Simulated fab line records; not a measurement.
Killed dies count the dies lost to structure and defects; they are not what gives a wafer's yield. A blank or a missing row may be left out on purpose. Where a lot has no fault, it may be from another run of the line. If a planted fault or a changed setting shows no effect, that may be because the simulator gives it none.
Which tool is to blame? -- flow n5 finfet -- 24 lots, 72 wafers sampled, at 5 steps of a route of 1938

WHAT THE GAUGES READ, wafer by wafer
N5_BEOL_M15_OVL_MEAS_29. Usual: M15_OVL typically reads -1 nm, with standard deviation 5.1.
lot,measured,on,M15_OVL (nm),flag
L074,day 12 03:25,overlay-02,7 6 -3,
L075,day 12 14:56,overlay-01,0 5 2,
L076,day 12 15:16,overlay-01,-1 -1 -4,
L079,day 12 18:10,overlay-02,5 8 4,
L078,day 12 19:37,overlay-01,6 9 0,
L077,day 12 23:32,overlay-02,-11 -5 -14,
L080,day 13 18:22,overlay-01,4 0 5,
L083,day 13 19:17,overlay-01,-3 -1 -8,
L081,day 14 00:14,overlay-01,-5 -3 0,
L082,day 14 00:30,overlay-02,1 6 -8,
L084,day 14 05:36,overlay-01,3 -2 1,
L085,day 14 15:49,overlay-02,9 1 5,
L087,day 15 09:30,overlay-01,-2 3 -3,
L086,day 15 12:49,overlay-01,-6 -8 -12,
L089,day 15 17:10,overlay-02,-1 -5 -1,
L088,day 16 02:31,overlay-01,4 -6 -4,
L091,day 16 03:04,overlay-01,0 -9 3,
L090,day 16 03:14,overlay-01,7 -3 1,
L093,day 16 10:24,overlay-02,-1 -4 -7,
L092,day 16 22:58,overlay-01,7 2 -1,
L094,day 17 10:34,overlay-01,-5 -3 1,
L095,day 17 13:53,overlay-01,-1 -3 0,
L096,day 17 20:18,overlay-02,-10 -5 -3,
L097,day 18 01:18,overlay-02,8 -1 -5,

N5_BEOL_M15_INSPECT_30: inspects for defects (macro). Usual: raw defect count 1.9, standard deviation 1.4.
lot,measured,on,raw defect count,flag
L074,day 12 03:26,defect inspect-01,1 0 1,
L075,day 12 14:57,defect inspect-01,0 3 2,
L076,day 12 15:17,defect inspect-02,4 3 2,
L079,day 12 18:12,defect inspect-02,1 0 2,
L078,day 12 19:38,defect inspect-02,2 0 2,
L077,day 12 23:34,defect inspect-02,1 1 1,
L080,day 13 18:23,defect inspect-01,4 0 2,
L083,day 13 19:19,defect inspect-02,2 3 1,
L081,day 14 00:16,defect inspect-02,0 2 2,
L082,day 14 00:31,defect inspect-02,2 3 4,
L084,day 14 05:37,defect inspect-01,2 3 1,
L085,day 14 15:50,defect inspect-01,2 4 0,
L087,day 15 09:31,defect inspect-01,1 5 0,
L086,day 15 12:50,defect inspect-02,1 3 3,
L089,day 15 17:11,defect inspect-01,2 0 1,
L088,day 16 02:32,defect inspect-02,3 2 0,
L091,day 16 03:05,defect inspect-01,3 0 2,
L090,day 16 03:15,defect inspect-02,0 1 2,
L093,day 16 10:25,defect inspect-01,3 3 3,
L092,day 16 22:59,defect inspect-02,2 4 1,
L094,day 17 10:35,defect inspect-02,2 3 2,
L095,day 17 13:55,defect inspect-02,2 3 2,
L096,day 17 20:19,defect inspect-01,0 2 2,
L097,day 18 01:19,defect inspect-01,1 2 1,

N5_PASSIVATION_CD_MEAS_10: target cd 3000 nm. Usual: cd nm 3000.2 nm, standard deviation 2.2.
lot,measured,on,cd nm (nm),flag
L074,day 12 17:05,cd sem-02,3000.8 3002.4 3001.7,
L075,day 13 07:48,cd sem-03,3001.0 3001.7 3000.8,
L076,day 13 07:58,cd sem-01,3004.0 2998.7 3003.1,
L079,day 13 08:53,cd sem-03,2996.4 2997.0 2996.9,
L078,day 13 09:08,cd sem-02,2994.1 2999.8 3001.0,
L077,day 13 13:53,cd sem-01,2998.6 2999.6 2999.2,
L080,day 14 02:52,cd sem-01,3000.9 3002.2 2998.6,
L083,day 14 04:44,cd sem-03,2999.2 2997.8 2998.9,
L081,day 14 11:20,cd sem-02,2995.7 3000.1 3000.7,
L082,day 14 11:29,cd sem-03,2997.2 2999.1 2997.7,
L084,day 14 15:19,cd sem-03,2998.7 2999.0 3000.0,
L085,day 15 05:05,cd sem-02,3003.7 3004.5 3003.4,
L087,day 15 21:10,cd sem-03,3002.3 2998.4 3000.5,
L086,day 15 21:26,cd sem-03,2999.8 3001.2 2999.2,
L089,day 16 01:43,cd sem-02,3004.9 3003.1 2997.7,
L088,day 16 19:09,cd sem-01,3002.8 3002.9 3000.4,
L091,day 16 19:19,cd sem-03,3000.4 3004.3 3005.4,
L090,day 16 18:33,cd sem-03,2999.2 2997.5 3000.0,
L093,day 16 18:59,cd sem-02,3002.3 2998.7 3003.6,
L092,day 17 08:57,cd sem-03,2999.2 3000.3 3000.2,
L094,day 17 20:28,cd sem-02,3001.4 2998.7 3000.2,
L095,day 18 02:52,cd sem-01,3003.5 3001.0 3001.6,
L096,day 18 09:53,cd sem-01,3000.6 3000.1 3000.8,
L097,day 18 14:46,cd sem-02,2994.4 3000.0 3000.0,

TOOL THAT RAN EACH LOT (tool first, then ch and the chambers of the sampled wafers, then the start)
lot,N5_BEOL_M15_STRIP_36,N5_MIM_TOP_ALD_01
L074,"rie diel-05 ch 0,1, day 12 04:44","ald hk-02 ch 1,2, day 12 17:05 or earlier"
L075,"rie diel-02 ch 0,1,3, day 12 17:04","ald hk-02 ch 0,1,2, day 13 07:48 or earlier"
L076,"rie diel-05 ch 0,2, day 12 18:17","ald hk-01 ch 0,1,2, day 13 07:58 or earlier"
L079,"rie diel-04 ch 1,2,3, day 12 18:53","ald hk-01 ch 1,2,3, day 13 08:53 or earlier"
L078,"rie diel-04 ch 0,1, day 12 21:08","ald hk-03 ch 1,2, day 13 09:08 or earlier"
L077,"rie diel-04 ch 0,1,3, day 13 04:40","ald hk-02 ch 1,2, day 13 13:53 or earlier"
L080,"rie diel-04 ch 0,3, day 13 19:28","ald hk-01 ch 0,1,2, day 14 02:52 or earlier"
L083,"rie diel-04 ch 1,2,3, day 13 19:46","ald hk-03 ch 0,1,2, day 14 04:44 or earlier"
L081,"rie diel-05 ch 0,1,2, day 14 02:37","ald hk-01 ch 0,2, day 14 11:20 or earlier"
L082,"rie diel-05 ch 1,2, day 14 02:54","ald hk-02 ch 1,2,3, day 14 11:29 or earlier"
L084,"rie diel-04 ch 2,3, day 14 06:39","ald hk-02 ch 0,3, day 14 15:19 or earlier"
L085,"rie diel-02 ch 0,1, day 14 20:46","ald hk-01 ch 1,2,3, day 15 05:05 or earlier"
L087,"rie diel-02 ch 0,1,3, day 15 11:49","ald hk-02 ch 0,3, day 15 21:10 or earlier"
L086,"rie diel-05 ch 0,1,2, day 15 13:15","ald hk-03 ch 0,1,3, day 15 21:26 or earlier"
L089,"rie diel-04 ch 0,1,2, day 15 17:41","ald hk-01 ch 0,1, day 16 01:43 or earlier"
L088,"rie diel-05 ch 0,2,3, day 16 06:36","ald hk-03 ch 0,2, day 16 19:09 or earlier"
L091,"rie diel-05 ch 1,2,3, day 16 07:20","ald hk-01 ch 0,1, day 16 19:19 or earlier"
L090,"rie diel-04 ch 1,2, day 16 07:18","ald hk-01 ch 0,3, day 16 18:33 or earlier"
L093,"rie diel-04 ch 0,1,2, day 16 10:46","ald hk-02 ch 0,1,2, day 16 18:59 or earlier"
L092,"rie diel-02 ch 0,1,2, day 17 00:01","ald hk-01 ch 0,3, day 17 08:57 or earlier"
L094,"rie diel-04 ch 2,3, day 17 11:23","ald hk-02 ch 0,2,3, day 17 20:28 or earlier"
L095,"rie diel-02 ch 1,3, day 17 15:38","ald hk-03 ch 0,1,3, day 18 02:52 or earlier"
L096,"rie diel-02 ch 2,3, day 17 21:07","ald hk-01 ch 2,3, day 18 09:53 or earlier"
L097,"rie diel-05 ch 0,2,3, day 18 03:47","ald hk-02 ch 1,2,3, day 18 14:46 or earlier"
- N5_BEOL_M15_STRIP_36: strips in O2.
- N5_MIM_TOP_ALD_01: deposits HfO2, target thk 5.6 nm, pulse time 1 s, purge time 3 s.

AS READ BY THE TOOLS THEMSELVES (means over the sampled wafers that have a number; for cases with no such wafer, the mark the record gives instead)
N5_BEOL_M15_STRIP_36. Usual: drypump motor current A 5.7 A, standard deviation 0.41; oes product au 0.79 a.u., standard deviation 0.068; rf vpp V 3.6 V, standard deviation 0.92; showerhead plenum p Torr 2.11 Torr, standard deviation 0.047; throttle valve pct 16.66 %, standard deviation 0.21.
lot,tool,drypump motor current A (A),oes product au (a.u.),rf vpp V (V),showerhead plenum p Torr (Torr),throttle valve pct (%),flag
L074,rie diel-05,5.8,0.73,3.9,2.12,16.83,
L075,rie diel-02,5.2,0.83,4.0,2.17,16.50,
L076,rie diel-05,6.0,0.75,4.1,2.15,16.86,
L079,rie diel-04,5.8,0.84,4.5,2.08,16.59,
L078,rie diel-04,5.5,0.82,3.9,2.06,16.49,
L077,rie diel-04,5.7,0.81,2.9,2.08,16.58,
L080,rie diel-04,5.8,0.79,4.0,2.10,16.66,
L083,rie diel-04,5.8,0.84,2.4,2.08,16.60,
L081,rie diel-05,5.8,0.75,3.2,2.13,16.83,
L082,rie diel-05,5.6,0.75,3.3,2.11,16.76,
L084,rie diel-04,5.9,0.82,3.4,2.11,16.67,
L085,rie diel-02,5.0,0.87,3.8,2.15,16.31,
L087,rie diel-02,5.2,0.80,3.5,2.17,16.53,
L086,rie diel-05,5.8,0.75,3.3,2.13,16.83,
L089,rie diel-04,5.9,0.78,4.3,2.08,16.64,
L088,rie diel-05,5.8,0.79,4.5,2.11,16.78,
L091,rie diel-05,5.6,0.79,3.7,2.10,16.71,
L090,rie diel-04,5.7,0.83,3.8,2.05,16.52,
L093,rie diel-04,5.9,0.78,2.7,2.08,16.67,
L092,rie diel-02,5.3,0.81,2.5,2.14,16.46,
L094,rie diel-04,5.9,0.78,4.0,2.10,16.73,
L095,rie diel-02,5.0,0.80,2.8,2.12,16.56,
L096,rie diel-02,5.4,0.69,3.8,2.11,16.80,
L097,rie diel-05,5.8,0.78,3.9,2.11,16.79,

N5_MIM_TOP_ALD_01. Usual: precursor pulse height rel 1.002, standard deviation 0.019.
lot,tool,precursor pulse height rel,flag
L074,ald hk-02,1.000,
L075,ald hk-02,0.994,
L076,ald hk-01,1.021,
L079,ald hk-01,0.998,
L078,ald hk-03,0.999,
L077,ald hk-02,0.999,
L080,ald hk-01,0.998,
L083,ald hk-03,0.991,
L081,ald hk-01,1.021,
L082,ald hk-02,1.004,
L084,ald hk-02,0.993,
L085,ald hk-01,1.017,
L087,ald hk-02,1.021,
L086,ald hk-03,1.010,
L089,ald hk-01,1.024,
L088,ald hk-03,1.001,
L091,ald hk-01,0.996,
L090,ald hk-01,1.006,
L093,ald hk-02,1.001,
L092,ald hk-01,0.983,
L094,ald hk-02,0.999,
L095,ald hk-03,1.003,
L096,ald hk-01,1.010,
L097,ald hk-02,1.023,

THE ANSWER, worked out from the rows above alone
Rule: a lot is off if the mean of its wafers that have a number lies more than 3 standard deviations from the usual mean. Also off: a lot with no number at a reading for which 4 or more lots have one. All remaining lots with rows at the step are treated as sound. Order of review: gauges by route order, followed by the tools' own readings, for which a lot's mean as printed above is used. The first step at which some lot is off is used, and at that step the reading that is off furthest; a lot without a number counts as furthest.
None of the lots is off at any reading shown; this tells nothing.

WHAT THE SIMULATOR HAD PUT IN
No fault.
